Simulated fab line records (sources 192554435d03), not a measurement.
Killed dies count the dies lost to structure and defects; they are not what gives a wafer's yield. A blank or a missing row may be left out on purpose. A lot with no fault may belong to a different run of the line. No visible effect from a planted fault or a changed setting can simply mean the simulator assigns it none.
Matching of chambers :: flow n5_finfet :: 4 sister chambers for N5_HKMG_FIN_ETCH_32 on rie_diel-02
The step etches SOC in N2/H2, target depth 240 nm, time 300 s. 14 wafers are shown with their chamber, then 6 later ones without.

## WAFERS WITH THEIR CHAMBER
wafer: L219.2
chamber: 1
drypump_motor_current_A (A): 5.7
showerhead_plenum_p_Torr (Torr): 2.58
oes_product_au (a.u.): 0.80

wafer: L219.5
chamber: 3
drypump_motor_current_A (A): 5.3
showerhead_plenum_p_Torr (Torr): 2.61
oes_product_au (a.u.): 0.70

wafer: L219.6
chamber: 2
drypump_motor_current_A (A): 5.1
showerhead_plenum_p_Torr (Torr): 2.67
oes_product_au (a.u.): 0.75

wafer: L223.1
chamber: 1
drypump_motor_current_A (A): 5.7
showerhead_plenum_p_Torr (Torr): 2.57
oes_product_au (a.u.): 0.79

wafer: L223.3
chamber: 3
drypump_motor_current_A (A): 5.3
showerhead_plenum_p_Torr (Torr): 2.61
oes_product_au (a.u.): 0.69

wafer: L223.4
chamber: 0
drypump_motor_current_A (A): 6.2
showerhead_plenum_p_Torr (Torr): 2.63
oes_product_au (a.u.): 0.71

wafer: L224.3
chamber: 1
drypump_motor_current_A (A): 5.7
showerhead_plenum_p_Torr (Torr): 2.57
oes_product_au (a.u.): 0.79

wafer: L224.4
chamber: 0
drypump_motor_current_A (A): 6.2
showerhead_plenum_p_Torr (Torr): 2.63
oes_product_au (a.u.): 0.71

wafer: L224.5
chamber: 0
drypump_motor_current_A (A): 6.2
showerhead_plenum_p_Torr (Torr): 2.63
oes_product_au (a.u.): 0.71

wafer: L225.2
chamber: 1
drypump_motor_current_A (A): 5.8
showerhead_plenum_p_Torr (Torr): 2.57
oes_product_au (a.u.): 0.79

wafer: L225.3
chamber: 2
drypump_motor_current_A (A): 5.1
showerhead_plenum_p_Torr (Torr): 2.67
oes_product_au (a.u.): 0.73

wafer: L225.5
chamber: 2
drypump_motor_current_A (A): 5.1
showerhead_plenum_p_Torr (Torr): 2.67
oes_product_au (a.u.): 0.73

wafer: L226.2
chamber: 2
drypump_motor_current_A (A): 5.1
showerhead_plenum_p_Torr (Torr): 2.67
oes_product_au (a.u.): 0.73

wafer: L226.3
chamber: 3
drypump_motor_current_A (A): 5.3
showerhead_plenum_p_Torr (Torr): 2.60
oes_product_au (a.u.): 0.69

SIGNATURES (averages over the wafers above)
reading: drypump_motor_current_A
chamber 0: 6.200
chamber 1: 5.725
chamber 2: 5.100
chamber 3: 5.300
scatter within a chamber: 0.0274

reading: showerhead_plenum_p_Torr
chamber 0: 2.6300
chamber 1: 2.5725
chamber 2: 2.6700
chamber 3: 2.6067
scatter within a chamber: 0.00376

reading: oes_product_au
chamber 0: 0.7100
chamber 1: 0.7925
chamber 2: 0.7350
chamber 3: 0.6933
scatter within a chamber: 0.00665
Rule: a wafer's distance from a chamber is the root of the sum, over the readings, of the square of ((its reading less the chamber's mean) divided by the reading's scatter). The wafer belongs to the nearest chamber; if the next one is less than 2 further off, it can't be placed. The scatter: the root of (the sum of the squares of (reading less its chamber's mean) over the shown wafers, divided by (wafers less chambers)).

## WAFERS WHOSE CHAMBER IS MISSING
wafer: L226.6
drypump_motor_current_A (A): 5.1
showerhead_plenum_p_Torr (Torr): 2.67
oes_product_au (a.u.): 0.74

wafer: L230.1
drypump_motor_current_A (A): 5.3
showerhead_plenum_p_Torr (Torr): 2.60
oes_product_au (a.u.): 0.68

wafer: L230.3
drypump_motor_current_A (A): 5.8
showerhead_plenum_p_Torr (Torr): 2.57
oes_product_au (a.u.): 0.77

wafer: L234.1
drypump_motor_current_A (A): 5.1
showerhead_plenum_p_Torr (Torr): 2.66
oes_product_au (a.u.): 0.72

wafer: L234.2
drypump_motor_current_A (A): 5.3
showerhead_plenum_p_Torr (Torr): 2.60
oes_product_au (a.u.): 0.67

wafer: L234.6
drypump_motor_current_A (A): 5.1
showerhead_plenum_p_Torr (Torr): 2.66
oes_product_au (a.u.): 0.72

## CHAMBER TAKEN BY EACH
wafer: L226.6
from the rows above: 2
in truth: 2

wafer: L230.1
from the rows above: 3
in truth: 3

wafer: L230.3
from the rows above: 1
in truth: 1

wafer: L234.1
from the rows above: 2
in truth: 2

wafer: L234.2
from the rows above: 3
in truth: 3

wafer: L234.6
from the rows above: 2
in truth: 2
Correct placement for 6 of the 6. Can't be placed from these rows: 0. Placed wrongly: 0.
